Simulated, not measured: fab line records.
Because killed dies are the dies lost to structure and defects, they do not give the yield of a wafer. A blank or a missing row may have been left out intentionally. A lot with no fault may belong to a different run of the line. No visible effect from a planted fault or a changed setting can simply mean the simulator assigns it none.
Chamber matching ; flow n5Finfet ; N5_GATE_CUT_CMP_43 on cmp-03: 4 sister chambers
The step polishes SiO2. 18 wafers are shown with their chamber, then 9 later ones without.

== EACH WAFER AND ITS CHAMBER ==
wafer;chamber;motorCurrentA (A)
L074.2;0;12.3
L074.3;3;11.6
L074.6;3;10.9
L079.3;1;13.6
L079.4;2;11.5
L079.6;0;12.8
L080.3;1;13.5
L080.4;3;11.7
L080.5;0;12.7
L081.2;2;11.3
L081.4;0;12.8
L081.5;2;11.1
L083.3;0;12.0
L083.5;0;12.3
L083.6;3;11.9
L087.1;2;12.1
L087.2;0;12.4
L087.3;1;13.4

SIGNATURES, as means of the wafers listed above
reading;chamber 0;chamber 1;chamber 2;chamber 3;scatter within a chamber
motorCurrentA;12.471;13.500;11.500;11.525;0.349
Rule: a wafer's distance from a chamber is the root of the sum, over the readings, of the square of ((its reading less the chamber's mean) divided by the reading's scatter). The wafer belongs to the nearest chamber; if the next one is less than 2 further off, it can't be placed. The scatter: the root of (the sum of the squares of (reading less its chamber's mean) over the shown wafers, divided by (wafers less chambers)).

== WAFERS WITHOUT THEIR CHAMBER ==
wafer;motorCurrentA (A)
L086.3;12.0
L086.4;12.9
L086.6;10.9
L096.1;11.1
L096.3;14.1
L096.5;11.5
L097.1;11.0
L097.2;13.7
L097.3;11.4

== EACH ONE'S CHAMBER ==
wafer;from the rows above;in truth
L086.3;can't be placed: 0 or 3 or 2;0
L086.4;can't be placed: 0 or 1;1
L086.6;can't be placed: 2 or 3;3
L096.1;can't be placed: 2 or 3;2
L096.3;1;1
L096.5;can't be placed: 2 or 3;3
L097.1;can't be placed: 2 or 3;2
L097.2;1;1
L097.3;can't be placed: 2 or 3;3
Placed correctly: 2 of 9. From these rows, 7 cannot be placed; in 7 the true chamber is one of the candidates. Wrongly placed: 0.
